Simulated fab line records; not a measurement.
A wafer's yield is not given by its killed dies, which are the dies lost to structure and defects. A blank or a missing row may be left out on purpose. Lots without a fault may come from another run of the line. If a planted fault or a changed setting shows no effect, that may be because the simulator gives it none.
Split-lot experiment || flow n5 finfet || route with 1938 steps; 7 lots, 21 wafers read

ON THE SPLIT
At N5_BEOL_M4_COAT_22 (resist thk 30 nm), the setting spin rpm was moved away from the recipe's 1500 rpm on 5 of the 21 wafers read, by -11.1% to +5.7%. The other wafers ran this setting at the recipe's value.

FROM THE SPLIT TO THE READING: what the file shows between them, 4 steps
- N5_BEOL_M4_EXPOSE_25: exposes mask V3, defocus 5 nm (also split here: dose mj)
- N5_BEOL_M4_PEB_26: peb time 60 s
- N5_BEOL_M4_DEVELOP_27: develop time 30 s
- N5_BEOL_M4_CD_MEAS_28: target cd 26.2 nm, target cd y 24.1 nm

THE READING
CAR-EUV_of_BEOL_M4_COAT_22.thk nm (the simulator's own value, which no gauge read), in nm, at N5_BEOL_M4_DESCUM_33 (chemistry O2, time 7 s). The file gives no usual value for it. Average 26.1 nm, standard deviation 0.31 nm, over the 16 wafers here run with the recipe.

{"wafer": "L074.2", "tool, chamber at the split": "litho track-05, 0", "spin rpm as run, rpm": 1500, "against the recipe": "recipe", "CAR-EUV_of_BEOL_M4_COAT_22.thk nm, nm": 26, "against lot-mates on the recipe": "-"}
{"wafer": "L074.5", "tool, chamber at the split": "litho track-05, 0", "spin rpm as run, rpm": 1500, "against the recipe": "recipe", "CAR-EUV_of_BEOL_M4_COAT_22.thk nm, nm": 26, "against lot-mates on the recipe": "-"}
{"wafer": "L074.3", "tool, chamber at the split": "litho track-05, 0", "spin rpm as run, rpm": 1333, "against the recipe": "-11.1%", "CAR-EUV_of_BEOL_M4_COAT_22.thk nm, nm": 27.8, "against lot-mates on the recipe": "+1.8"}
{"wafer": "L076.1", "tool, chamber at the split": "litho track-01, 0", "spin rpm as run, rpm": 1586, "against the recipe": "+5.7%", "CAR-EUV_of_BEOL_M4_COAT_22.thk nm, nm": 25.4, "against lot-mates on the recipe": -1.4}
{"wafer": "L076.4", "tool, chamber at the split": "litho track-01, 0", "spin rpm as run, rpm": 1586, "against the recipe": "+5.7%", "CAR-EUV_of_BEOL_M4_COAT_22.thk nm, nm": 25.2, "against lot-mates on the recipe": -1.6}
{"wafer": "L076.6", "tool, chamber at the split": "litho track-01, 0", "spin rpm as run, rpm": 1500, "against the recipe": "recipe", "CAR-EUV_of_BEOL_M4_COAT_22.thk nm, nm": 26.8, "against lot-mates on the recipe": "-"}
{"wafer": "L077.1", "tool, chamber at the split": "litho track-04, 0", "spin rpm as run, rpm": 1500, "against the recipe": "recipe", "CAR-EUV_of_BEOL_M4_COAT_22.thk nm, nm": 26, "against lot-mates on the recipe": "-"}
{"wafer": "L077.6", "tool, chamber at the split": "litho track-04, 0", "spin rpm as run, rpm": 1500, "against the recipe": "recipe", "CAR-EUV_of_BEOL_M4_COAT_22.thk nm, nm": 26, "against lot-mates on the recipe": "-"}
{"wafer": "L077.4", "tool, chamber at the split": "litho track-04, 0", "spin rpm as run, rpm": 1500, "against the recipe": "recipe", "CAR-EUV_of_BEOL_M4_COAT_22.thk nm, nm": 25.6, "against lot-mates on the recipe": "-"}
{"wafer": "L081.3", "tool, chamber at the split": "litho track-05, 0", "spin rpm as run, rpm": 1500, "against the recipe": "recipe", "CAR-EUV_of_BEOL_M4_COAT_22.thk nm, nm": 26.4, "against lot-mates on the recipe": "-"}
{"wafer": "L081.4", "tool, chamber at the split": "litho track-05, 0", "spin rpm as run, rpm": 1500, "against the recipe": "recipe", "CAR-EUV_of_BEOL_M4_COAT_22.thk nm, nm": 26.4, "against lot-mates on the recipe": "-"}
{"wafer": "L081.5", "tool, chamber at the split": "litho track-05, 0", "spin rpm as run, rpm": 1500, "against the recipe": "recipe", "CAR-EUV_of_BEOL_M4_COAT_22.thk nm, nm": 26.2, "against lot-mates on the recipe": "-"}
{"wafer": "L092.1", "tool, chamber at the split": "litho track-01, 0", "spin rpm as run, rpm": 1575, "against the recipe": "+5.0%", "CAR-EUV_of_BEOL_M4_COAT_22.thk nm, nm": 26.2, "against lot-mates on the recipe": "+0.0"}
{"wafer": "L092.4", "tool, chamber at the split": "litho track-01, 0", "spin rpm as run, rpm": 1500, "against the recipe": "recipe", "CAR-EUV_of_BEOL_M4_COAT_22.thk nm, nm": 26.2, "against lot-mates on the recipe": "-"}
{"wafer": "L092.6", "tool, chamber at the split": "litho track-01, 0", "spin rpm as run, rpm": 1575, "against the recipe": "+5.0%", "CAR-EUV_of_BEOL_M4_COAT_22.thk nm, nm": 25.4, "against lot-mates on the recipe": -0.8}
{"wafer": "L094.2", "tool, chamber at the split": "litho track-04, 0", "spin rpm as run, rpm": 1500, "against the recipe": "recipe", "CAR-EUV_of_BEOL_M4_COAT_22.thk nm, nm": 26, "against lot-mates on the recipe": "-"}
{"wafer": "L094.5", "tool, chamber at the split": "litho track-04, 0", "spin rpm as run, rpm": 1500, "against the recipe": "recipe", "CAR-EUV_of_BEOL_M4_COAT_22.thk nm, nm": 26, "against lot-mates on the recipe": "-"}
{"wafer": "L094.6", "tool, chamber at the split": "litho track-04, 0", "spin rpm as run, rpm": 1500, "against the recipe": "recipe", "CAR-EUV_of_BEOL_M4_COAT_22.thk nm, nm": 25.4, "against lot-mates on the recipe": "-"}
{"wafer": "L097.1", "tool, chamber at the split": "litho track-05, 0", "spin rpm as run, rpm": 1500, "against the recipe": "recipe", "CAR-EUV_of_BEOL_M4_COAT_22.thk nm, nm": 26.2, "against lot-mates on the recipe": "-"}
{"wafer": "L097.3", "tool, chamber at the split": "litho track-05, 0", "spin rpm as run, rpm": 1500, "against the recipe": "recipe", "CAR-EUV_of_BEOL_M4_COAT_22.thk nm, nm": 26, "against lot-mates on the recipe": "-"}
{"wafer": "L097.5", "tool, chamber at the split": "litho track-05, 0", "spin rpm as run, rpm": 1500, "against the recipe": "recipe", "CAR-EUV_of_BEOL_M4_COAT_22.thk nm, nm": 26, "against lot-mates on the recipe": "-"}

THE FIT
A straight line over all 21 wafers: CAR-EUV_of_BEOL_M4_COAT_22.thk nm changes by -0.131 nm for each +1% of spin rpm; r = -0.81; the points scatter about the line by 0.34 nm.
The same after taking each lot's own level away (the mean of its wafers on the recipe; 21 wafers): -0.172 nm for each +1%; r = -0.90; scatter 0.3 nm.
The reading moves by 1.9 nm for the largest change in spin rpm, on that fit.
Across the lots, their own levels run from 25.80 to 26.80 nm, a range of 3.3 times the standard deviation given above.
Thus the slope moves with the lot-to-lot level: the two fits are different.
Check: with one of the wafers moved furthest among these (-11.1%) left out of the fit, the line predicts +2.06 nm for it against its lot-mates. It came out at +1.8 nm against them.

OTHER SPLITS ON THESE WAFERS
Before the reading, these wafers also passed through other splits. Each is held against what the fit with the lots' levels taken away leaves over:
{"other split on the same wafers": "N5_BEOL_M3_DESCUM_33 time s", "wafers away from the commonest value": 2, "r with CAR-EUV_of_BEOL_M4_COAT_22.thk nm (lot level and that fit taken away)": "+0.04"}
{"other split on the same wafers": "N5_BEOL_M4_EXPOSE_25 dose mj", "wafers away from the commonest value": 6, "r with CAR-EUV_of_BEOL_M4_COAT_22.thk nm (lot level and that fit taken away)": -0.47}

THE WHOLE CHAIN: every reading that the file lists as answering this split, in the file's order
{"step": "N5_BEOL_M4_COAT_22", "what it does": "resist thk 30 nm", "reading": "CAR-EUV_of_BEOL_M4_COAT_22.thk nm (the simulator's own value, which no gauge read)", "change (the file's fit)": "-0.158 nm for each +1% of the setting", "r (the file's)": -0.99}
{"step": "N5_BEOL_M4_DEVELOP_27", "what it does": "develop time 30 s", "reading": "CAR-EUV_of_BEOL_M4_COAT_22.thk nm (the simulator's own value, which no gauge read)", "change (the file's fit)": "-0.149 nm for each +1% of the setting", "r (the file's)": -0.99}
{"step": "N5_BEOL_M4_DESCUM_33", "what it does": "chemistry O2, time 7 s", "reading": "CAR-EUV_of_BEOL_M4_COAT_22.thk nm (the simulator's own value, which no gauge read)", "change (the file's fit)": "-0.169 nm for each +1% of the setting", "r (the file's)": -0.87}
{"step": "N5_BEOL_M4_ETCH_77", "what it does": "etches underlayer in N2/H2, target depth 6.5 nm, time 5.2 s", "reading": "CAR-EUV_of_BEOL_M4_COAT_22.thk nm (the simulator's own value, which no gauge read)", "change (the file's fit)": "-0.153 nm for each +1% of the setting, in a fit together with time s@BEOL_M4_DESCUM_33", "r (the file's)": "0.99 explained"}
{"step": "N5_BEOL_M4_ETCH_69", "what it does": "etches SiARC in CF4, target depth 15.6 nm, time 26 s", "reading": "CAR-EUV_of_BEOL_M4_COAT_22.thk nm (the simulator's own value, which no gauge read)", "change (the file's fit)": "-0.152 nm for each +1% of the setting, in a fit together with time s@BEOL_M4_DESCUM_33", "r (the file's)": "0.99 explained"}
{"step": "N5_BEOL_M4_ETCHBACK_99", "what it does": "etches SiO2 in CHF3, target depth 5 nm, time 10.4 s", "reading": "CAR-EUV_of_BEOL_M4_COAT_22.thk nm (the simulator's own value, which no gauge read)", "change (the file's fit)": "-0.165 nm for each +1% of the setting, in a fit together with time s@BEOL_M4_DESCUM_33", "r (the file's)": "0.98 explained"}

THE FILE'S OWN FIT
CAR-EUV_of_BEOL_M4_COAT_22.thk nm changes by -0.169 nm for each +1% of spin rpm, r = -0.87.
